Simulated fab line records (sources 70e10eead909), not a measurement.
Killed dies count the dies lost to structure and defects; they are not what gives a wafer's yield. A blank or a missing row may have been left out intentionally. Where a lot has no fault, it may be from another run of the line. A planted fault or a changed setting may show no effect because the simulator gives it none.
What tool caused it? | flow nand harc | 6 lots, 18 wafers sampled, at 5 steps of a route of 1302

== WHAT THE GAUGES READ, wafer by wafer ==
NHARC_END_SORT_01.
lot  | measured     | on        | killed at array
L199 | day 26 07:14 | prober-01 | 86 65 85

== WHAT TOOL EACH LOT RAN ON (gives the tool, then ch and the chambers of the sampled wafers, and finally the start) ==
lot  | NHARC_A_WL_FILL_ALD_02              | NHARC_A_WL_FILL_CVD_03        | NHARC_A_WL_FILL_ETCHBACK_05       | NHARC_A_CONTACT_DEP_24
L195 | ald metal-03 ch 0,1,3, day 21 00:03 | cvd w-02 ch 0,1, day 21 00:27 | rie metal-03 ch 0,1, day 21 01:04 | pecvd-04 ch 0,1,2, day 21 17:46
L199 | ald metal-02 ch 0,1,3, day 22 10:03 | cvd w-01 ch 0,1, day 22 10:40 | rie metal-02 ch 0,1, day 22 11:16 | pecvd-02 ch 0,2, day 23 03:51
L201 | ald metal-02 ch 1,3, day 23 17:42   | cvd w-01 ch 0,1, day 23 18:08 | rie metal-02 ch 0,1, day 23 18:45 | pecvd-03 ch 0,1,2, day 24 13:34
L202 | ald metal-02 ch 0,2,3, day 25 07:28 | cvd w-01 ch 0,1, day 25 07:53 | rie metal-03 ch 0,1, day 25 08:32 | pecvd-03 ch 0,1,2, day 26 01:28
L205 | ald metal-04 ch 1,2,3, day 26 15:44 | cvd w-01 ch 0,1, day 26 16:04 | rie metal-01 ch 0,1, day 26 16:42 | pecvd-04 ch 0,1, day 27 06:38
L212 | ald metal-03 ch 0,1,2, day 29 18:24 | cvd w-02 ch 0,1, day 29 18:50 | rie metal-02 ch 0,1, day 29 19:28 | pecvd-04 ch 0,2, day 30 13:25
- NHARC_A_WL_FILL_ALD_02: deposits TiN, target thk 2 nm, pulse time 3 s, ald cycles 100.
- NHARC_A_WL_FILL_CVD_03: deposits W, target thk 40 nm, time 279 s.
- NHARC_A_WL_FILL_ETCHBACK_05: etches the open film in Cl2/BCl3, target depth 22 nm, time 60 s.
- NHARC_A_CONTACT_DEP_24: deposits SiO2, target thk 500 nm.

== THE ANSWER, worked out from the rows above alone ==
Rule: usual is defined by the lots themselves. Put in order of their means at a reading, lots are off if they are a third of the lots or fewer, leave a main group of 4 or more, and stand apart from it by a gap of 3 or more times the standard deviation of the main group's means; of several such gaps the widest counts. If all means in a main group match to the digits the tables above print for the reading, that group is not used. Also off: a lot with no number at a reading for which 4 or more lots have one. Any other lot the step has rows for is counted as sound.
Nothing can be told from this: no lot is off at any reading shown.

== WHAT THE SIMULATOR PUT IN ==
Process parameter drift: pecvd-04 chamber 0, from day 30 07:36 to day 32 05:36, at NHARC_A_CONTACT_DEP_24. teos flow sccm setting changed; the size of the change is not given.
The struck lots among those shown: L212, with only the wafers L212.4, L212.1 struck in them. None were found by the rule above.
